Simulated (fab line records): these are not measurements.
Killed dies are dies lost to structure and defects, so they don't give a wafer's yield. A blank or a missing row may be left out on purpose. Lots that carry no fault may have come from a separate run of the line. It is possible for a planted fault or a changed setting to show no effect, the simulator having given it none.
A single fault, viewed from 2 desks -- flow n5 finfet -- each desk has only its own numbers; what lay behind them comes last

DESK OF THE TOOL OWNER: arfi scanner-02
The tool's own readings at N5_BEOL_M10_EXPOSE_25 (exposes mask V9): means of the sampled wafers that have a number, for each lot that ran on this tool. The brackets show how far a lot's mean lies from the usual mean; more than 4 standard deviations puts the lot out of limits, marked OUT.
Columns: A = focus offset nm at N5_BEOL_M10_EXPOSE_25, usual 0.0 nm
lot,first seen here,A
L440,day 10 06:53,0.0
L442,day 11 00:40,-0.5
L448,day 13 00:02,-0.6
L450,day 14 02:56,-0.0
Result from this desk: across the 4 lots, nothing is out of limits.

AT THE METROLOGY DESK
What the gauges read, lot by lot, whatever tool the lot ran on: means of the sampled wafers that have a number. The brackets show how far a lot's mean lies from the usual mean; more than 4 standard deviations puts the lot out of limits, marked OUT.
Columns: A = M9_RS at N5_BEOL_M9_RS_MEAS_57, usual 0.152 ohm/sq; B = cd nm at N5_BEOL_M10_CD_MEAS_28, usual 69.9 nm; C = V9_OVL at N5_BEOL_M10_OVL_MEAS_29, usual 0.7 nm
lot,first seen here,A,B,C
L439,day 9 16:50,0.148,70.5,1.0
L440,day 10 03:05,0.150,70.9,0.7
L442,day 10 18:11,0.148,70.2,0.2
L448,day 12 20:38,0.151,69.8,8.0 (+9.6) OUT
L450,day 13 22:22,0.152,68.6,7.4 (+8.8) OUT
L452,day 13 22:43,0.150,70.3,1.1
L451,day 13 23:38,0.155,68.9,0.9
L455,day 14 05:21,0.155,69.6,1.6
L458,day 15 03:38,0.155,70.4,1.3
L460,day 15 10:38,0.156,71.1,1.2
L462,day 16 18:31,0.151,69.5,0.9
Finding of this desk: L448, L450 out of limits, first seen on L448 at day 13 00:11 (V9_OVL at N5_BEOL_M10_OVL_MEAS_29). L439, L440, L442, L452, L451, L455, L458, L460, L462 stayed within limits.

TAKEN TOGETHER
The metrology desk could have raised an alarm at day 13 00:11, on L448, L450.
The desk of the tool owner found nothing out of limits.
The tool owner's desk has L448, L450 on record, within its limits.
Of the lots named, all ran N5_BEOL_M10_EXPOSE_25 on arfi scanner-02.

WHAT THE SIMULATOR HAD INSERTED
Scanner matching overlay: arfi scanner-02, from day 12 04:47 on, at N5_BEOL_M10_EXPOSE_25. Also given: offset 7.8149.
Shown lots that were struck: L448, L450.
Delay in hours, fault start to first out-of-limits reading, per desk: metrology desk 19.
